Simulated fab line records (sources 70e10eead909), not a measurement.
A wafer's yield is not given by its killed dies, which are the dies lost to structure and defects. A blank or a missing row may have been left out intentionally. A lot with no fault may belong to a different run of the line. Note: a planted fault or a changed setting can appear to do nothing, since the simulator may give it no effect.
Matching of chambers + flow nand harc + NHARC_P_ZERO_WELL_DESCUM_26 on rie diel-03: 4 sister chambers
The step chemistry O2, time 3 s. 8 wafers are shown with their chamber, then 8 later ones without.

== WAFERS, EACH WITH ITS CHAMBER ==
| wafer  | chamber | showerhead plenum p Torr (Torr) | drypump motor current A (A) |
|--------|---------|---------------------------------|-----------------------------|
| L076.2 | 3       | 1.93                            | 5.63                        |
| L076.6 | 3       | 1.93                            | 5.66                        |
| L077.6 | 2       | 1.98                            | 5.40                        |
| L078.4 | 2       | 1.98                            | 5.34                        |
| L082.1 | 0       | 1.81                            | 5.20                        |
| L082.2 | 1       | 1.76                            | 5.84                        |
| L082.5 | 1       | 1.76                            | 5.82                        |
| L087.1 | 0       | 1.80                            | 5.21                        |

== WAFERS MISSING THEIR CHAMBER ==
| wafer  | showerhead plenum p Torr (Torr) | drypump motor current A (A) |
|--------|---------------------------------|-----------------------------|
| L087.4 | 1.97                            | 5.45                        |
| L087.6 | 1.80                            | 5.22                        |
| L096.2 | 1.79                            | 5.20                        |
| L096.3 | 2.07                            | 5.83                        |
| L096.4 | 1.96                            | 5.40                        |
| L097.1 | 1.96                            | 5.39                        |
| L097.2 | 1.79                            | 5.19                        |
| L097.5 | 1.96                            | 5.41                        |

== CHAMBER TAKEN BY EACH ==
| wafer  | from the rows above | in truth                   |
|--------|---------------------|----------------------------|
| L087.4 | 2                   | 2                          |
| L087.6 | 0                   | 0                          |
| L096.2 | 0                   | 0                          |
| L096.3 | 2                   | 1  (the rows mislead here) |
| L096.4 | 2                   | 2                          |
| L097.1 | 2                   | 2                          |
| L097.2 | 0                   | 0                          |
| L097.5 | 2                   | 2                          |
7 of 8 placed correctly. From these rows, 0 cannot be placed. Number placed wrongly: 1.
How it was worked out, from the rows above alone: a wafer's distance from a chamber is the root of the sum, over the readings, of the square of ((its reading less the chamber's mean) divided by the reading's scatter). The wafer belongs to the nearest chamber; if the next one is less than 2 further off, it can't be placed. For every chamber, the mean is computed from those of its wafers that are shown. The scatter is the square root of a quotient: the sum, over the shown wafers, of each reading's squared deviation from its chamber's mean, divided by wafers minus chambers.
